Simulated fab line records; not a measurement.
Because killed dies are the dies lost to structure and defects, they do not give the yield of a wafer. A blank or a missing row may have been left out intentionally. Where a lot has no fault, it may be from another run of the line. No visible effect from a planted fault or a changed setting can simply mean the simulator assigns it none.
Which tool did it? :: flow n5 finfet :: 29 wafers from 11 lots sampled at 5 of the route's 1938 steps

## WHAT THE GAUGES SHOWED, per wafer
N5_PMOS_HMC_CHANNEL_EPI_INSPECT_11: inspects for defects (macro).
lot: L922
measured: day 2 11:57
on: defect inspect-02
raw defect count: 2 2 1

lot: L926
measured: day 3 11:20
on: defect inspect-02
raw defect count: 4 5 1

lot: L928
measured: day 3 23:38
on: defect inspect-01
raw defect count: 1 3 2

lot: L929
measured: day 4 04:58
on: defect inspect-01
raw defect count: 1 2 1

lot: L930
measured: day 4 10:59
on: defect inspect-01
raw defect count: 0

lot: L933
measured: day 5 06:56
on: defect inspect-01
raw defect count: 0

lot: L936
measured: day 5 23:01
on: defect inspect-02
raw defect count: 3 1 4

lot: L937
measured: day 6 06:58
on: defect inspect-02
raw defect count: 0 4 4

lot: L938
measured: day 6 11:26
on: defect inspect-01
raw defect count: 2 6 0

lot: L941
measured: day 7 04:53
on: defect inspect-02
raw defect count: 1 1 3

lot: L942
measured: day 7 14:02
on: defect inspect-02
raw defect count: 1 1 0

N5_FIN_SAQP_THK_MEAS_07.
lot: L922
measured: day 2 17:01
on: film metro-02
thk nm (nm): 60.2 59.6 60.1

lot: L926
measured: day 3 15:18
on: film metro-02
thk nm (nm): 60.7 58.6 60.7

lot: L928
measured: day 4 03:17
on: film metro-01
thk nm (nm): 58.9 58.6 61.3

lot: L929
measured: day 4 09:25
on: film metro-01
thk nm (nm): 59.7 61.3 62.4

lot: L930
measured: day 4 15:03
on: film metro-02
thk nm (nm): 82.8

lot: L933
measured: day 5 11:04
on: film metro-01
thk nm (nm): 81.4

lot: L936
measured: day 6 03:03
on: film metro-01
thk nm (nm): 58.7 60.0 59.9

lot: L937
measured: day 6 10:40
on: film metro-01
thk nm (nm): 60.7 62.0 60.3

lot: L938
measured: day 6 15:29
on: film metro-02
thk nm (nm): 58.8 58.7 60.0

lot: L941
measured: day 7 09:23
on: film metro-02
thk nm (nm): 57.6 58.4 59.5

lot: L942
measured: day 7 18:14
on: film metro-01
thk nm (nm): 58.4 59.9 60.3

## WHAT TOOL EACH LOT RAN ON (gives the tool, then ch and the chambers of the sampled wafers, and finally the start)
lot: L922
N5_FIN_SAQP_DENSIFY_62: rtp anneal-02 ch 0, day 2 16:31
N5_FIN_SAQP_PECVD_48: pecvd-01 ch 0,1,2, day 2 16:53
N5_FIN_SAQP_PECVD_06: pecvd-01 ch 0,1,2, day 2 16:56

lot: L926
N5_FIN_SAQP_DENSIFY_62: rtp anneal-02 ch 0, day 3 14:49
N5_FIN_SAQP_PECVD_48: pecvd-04 ch 0,2, day 3 15:10
N5_FIN_SAQP_PECVD_06: pecvd-04 ch 0,2, day 3 15:13

lot: L928
N5_FIN_SAQP_DENSIFY_62: rtp anneal-01 ch 0, day 4 02:46
N5_FIN_SAQP_PECVD_48: pecvd-01 ch 0,1,2, day 4 03:09
N5_FIN_SAQP_PECVD_06: pecvd-01 ch 0,1,2, day 4 03:11

lot: L929
N5_FIN_SAQP_DENSIFY_62: rtp anneal-02 ch 0, day 4 08:50
N5_FIN_SAQP_PECVD_48: pecvd-01 ch 0,1, day 4 09:14
N5_FIN_SAQP_PECVD_06: pecvd-01 ch 0,1, day 4 09:17

lot: L930
N5_FIN_SAQP_DENSIFY_62: rtp anneal-02 ch 0, day 4 14:32
N5_FIN_SAQP_PECVD_48: pecvd-01 ch 1, day 4 14:53
N5_FIN_SAQP_PECVD_06: pecvd-01 ch 1, day 4 14:58

lot: L933
N5_FIN_SAQP_DENSIFY_62: rtp anneal-01 ch 0, day 5 10:32
N5_FIN_SAQP_PECVD_48: pecvd-01 ch 1, day 5 10:56
N5_FIN_SAQP_PECVD_06: pecvd-01 ch 1, day 5 10:59

lot: L936
N5_FIN_SAQP_DENSIFY_62: rtp anneal-02 ch 0, day 6 02:36
N5_FIN_SAQP_PECVD_48: pecvd-03 ch 0,1,2, day 6 02:55
N5_FIN_SAQP_PECVD_06: pecvd-03 ch 0,1,2, day 6 02:58

lot: L937
N5_FIN_SAQP_DENSIFY_62: rtp anneal-02 ch 0, day 6 10:13
N5_FIN_SAQP_PECVD_48: pecvd-04 ch 0,1, day 6 10:32
N5_FIN_SAQP_PECVD_06: pecvd-04 ch 0,1, day 6 10:34

lot: L938
N5_FIN_SAQP_DENSIFY_62: rtp anneal-01 ch 0, day 6 14:56
N5_FIN_SAQP_PECVD_48: pecvd-04 ch 1,2, day 6 15:22
N5_FIN_SAQP_PECVD_06: pecvd-04 ch 1,2, day 6 15:24

lot: L941
N5_FIN_SAQP_DENSIFY_62: rtp anneal-01 ch 0, day 7 08:40
N5_FIN_SAQP_PECVD_48: pecvd-04 ch 1,2, day 7 09:01
N5_FIN_SAQP_PECVD_06: pecvd-04 ch 1,2, day 7 09:04

lot: L942
N5_FIN_SAQP_DENSIFY_62: rtp anneal-01 ch 0, day 7 17:46
N5_FIN_SAQP_PECVD_48: pecvd-03 ch 0,1,2, day 7 18:07
N5_FIN_SAQP_PECVD_06: pecvd-03 ch 0,1,2, day 7 18:09
- N5_FIN_SAQP_DENSIFY_62: time 60 s.
- N5_FIN_SAQP_PECVD_48: deposits SiNx from SiH4/NH3/N2, target thk 25 nm, time 22.1 s.
- N5_FIN_SAQP_PECVD_06: deposits a-Si from SiH4/He, target thk 60 nm, time 48.1 s.

## WHAT THE TOOLS THEMSELVES READ (means of the sampled wafers that have a number; where no wafer has one, the mark that the record gives instead)
N5_FIN_SAQP_DENSIFY_62.
lot: L922
tool: rtp anneal-02
lamp power pct (%): 9.80
wafer_temp_C_max: 703.2

lot: L926
tool: rtp anneal-02
lamp power pct (%): 9.83
wafer_temp_C_max: 703.3

lot: L928
tool: rtp anneal-01
lamp power pct (%): 9.88
wafer_temp_C_max: 703.1

lot: L929
tool: rtp anneal-02
lamp power pct (%): 9.89
wafer_temp_C_max: 703.6

lot: L930
tool: rtp anneal-02
lamp power pct (%): 9.77
wafer_temp_C_max: 703.6

lot: L933
tool: rtp anneal-01
lamp power pct (%): 9.82
wafer_temp_C_max: 703.1

lot: L936
tool: rtp anneal-02
lamp power pct (%): 9.82
wafer_temp_C_max: 703.1

lot: L937
tool: rtp anneal-02
lamp power pct (%): 9.84
wafer_temp_C_max: 702.7

lot: L938
tool: rtp anneal-01
lamp power pct (%): 9.81
wafer_temp_C_max: 703.2

lot: L941
tool: rtp anneal-01
lamp power pct (%): 9.82
wafer_temp_C_max: 702.8

lot: L942
tool: rtp anneal-01
lamp power pct (%): 9.82
wafer_temp_C_max: 703.0

N5_FIN_SAQP_PECVD_48.
lot: L922
tool: pecvd-01
chamber pressure Torr (Torr): 1.502
heater power w (W): 812
showerhead plenum p Torr (Torr): 5.13
throttle valve pct (%): 40.1

lot: L926
tool: pecvd-04
chamber pressure Torr (Torr): 1.500
heater power w (W): 739
showerhead plenum p Torr (Torr): 5.13
throttle valve pct (%): 40.2

lot: L928
tool: pecvd-01
chamber pressure Torr (Torr): 1.503
heater power w (W): 868
showerhead plenum p Torr (Torr): 5.13
throttle valve pct (%): 40.2

lot: L929
tool: pecvd-01
chamber pressure Torr (Torr): 1.501
heater power w (W): 848
showerhead plenum p Torr (Torr): 5.13
throttle valve pct (%): 41.1

lot: L930
tool: pecvd-01
chamber pressure Torr (Torr): 1.502
heater power w (W): 829
showerhead plenum p Torr (Torr): 5.08
throttle valve pct (%): 41.4

lot: L933
tool: pecvd-01
chamber pressure Torr (Torr): 1.498
heater power w (W): 861
showerhead plenum p Torr (Torr): 5.06
throttle valve pct (%): 41.4

lot: L936
tool: pecvd-03
chamber pressure Torr (Torr): 1.500
heater power w (W): 735
showerhead plenum p Torr (Torr): 5.15
throttle valve pct (%): 38.9

lot: L937
tool: pecvd-04
chamber pressure Torr (Torr): 1.502
heater power w (W): 681
showerhead plenum p Torr (Torr): 5.17
throttle valve pct (%): 42.7

lot: L938
tool: pecvd-04
chamber pressure Torr (Torr): 1.499
heater power w (W): 797
showerhead plenum p Torr (Torr): 5.19
throttle valve pct (%): 42.3

lot: L941
tool: pecvd-04
chamber pressure Torr (Torr): 1.499
heater power w (W): 769
showerhead plenum p Torr (Torr): 5.25
throttle valve pct (%): 44.5

lot: L942
tool: pecvd-03
chamber pressure Torr (Torr): 1.500
heater power w (W): 759
showerhead plenum p Torr (Torr): 5.16
throttle valve pct (%): 39.1

N5_FIN_SAQP_PECVD_06.
lot: L922
tool: pecvd-01
chamber pressure Torr (Torr): 3.005
heater power w (W): 890
showerhead plenum p Torr (Torr): 5.65
throttle valve pct (%): 18.3

lot: L926
tool: pecvd-04
chamber pressure Torr (Torr): 3.001
heater power w (W): 866
showerhead plenum p Torr (Torr): 5.66
throttle valve pct (%): 18.1

lot: L928
tool: pecvd-01
chamber pressure Torr (Torr): 3.002
heater power w (W): 868
showerhead plenum p Torr (Torr): 5.67
throttle valve pct (%): 18.6

lot: L929
tool: pecvd-01
chamber pressure Torr (Torr): 3.006
heater power w (W): 958
showerhead plenum p Torr (Torr): 5.66
throttle valve pct (%): 18.6

lot: L930
tool: pecvd-01
chamber pressure Torr (Torr): 2.998
heater power w (W): 868
showerhead plenum p Torr (Torr): 5.61
throttle valve pct (%): 18.8

lot: L933
tool: pecvd-01
chamber pressure Torr (Torr): 3.006
heater power w (W): 833
showerhead plenum p Torr (Torr): 5.62
throttle valve pct (%): 18.7

lot: L936
tool: pecvd-03
chamber pressure Torr (Torr): 2.995
heater power w (W): 824
showerhead plenum p Torr (Torr): 5.67
throttle valve pct (%): 17.7

lot: L937
tool: pecvd-04
chamber pressure Torr (Torr): 3.000
heater power w (W): 768
showerhead plenum p Torr (Torr): 5.69
throttle valve pct (%): 19.1

lot: L938
tool: pecvd-04
chamber pressure Torr (Torr): 3.002
heater power w (W): 855
showerhead plenum p Torr (Torr): 5.70
throttle valve pct (%): 19.1

lot: L941
tool: pecvd-04
chamber pressure Torr (Torr): 2.995
heater power w (W): 757
showerhead plenum p Torr (Torr): 5.74
throttle valve pct (%): 20.2

lot: L942
tool: pecvd-03
chamber pressure Torr (Torr): 3.002
heater power w (W): 811
showerhead plenum p Torr (Torr): 5.68
throttle valve pct (%): 17.9

## THE ANSWER, worked out from the rows above alone
Rule: usual is defined by the lots themselves. Put in order of their means at a reading, lots are off if they are a third of the lots or fewer, leave a main group of 4 or more, and stand apart from it by a gap of 3 or more times the standard deviation of the main group's means; of several such gaps the widest counts. A main group whose means are all the same, to the digits that the tables above print for the reading, isn't used. Also off: a lot with no number at a reading for which 4 or more lots have one. Any other lot the step has rows for is counted as sound. After the gauges, taken in route order, come the tools' own readings; for these a lot's mean is taken, as printed above. The first step at which some lot is off is used, and at that step the reading that is off furthest; a lot without a number counts as furthest.
Off: L930, L933, at N5_FIN_SAQP_THK_MEAS_07 (thk nm). Mean 59.8 nm and standard deviation 0.79 in the main group.
If a tool, at a process step before that reading, ran all the lots that are off and no sound lot after the first of them, it fits. Gauges at N5_FIN_SAQP_THK_MEAS_07: tried the same way as those tools. One fits: pecvd-01 at N5_FIN_SAQP_PECVD_48 and N5_FIN_SAQP_PECVD_06. At N5_FIN_SAQP_PECVD_48 its last sound lot is L929 (day 4 09:14), its first lot that is off L930 (day 4 14:53): a fault that began between those two fits.

## WHAT THE SIMULATOR PUT IN
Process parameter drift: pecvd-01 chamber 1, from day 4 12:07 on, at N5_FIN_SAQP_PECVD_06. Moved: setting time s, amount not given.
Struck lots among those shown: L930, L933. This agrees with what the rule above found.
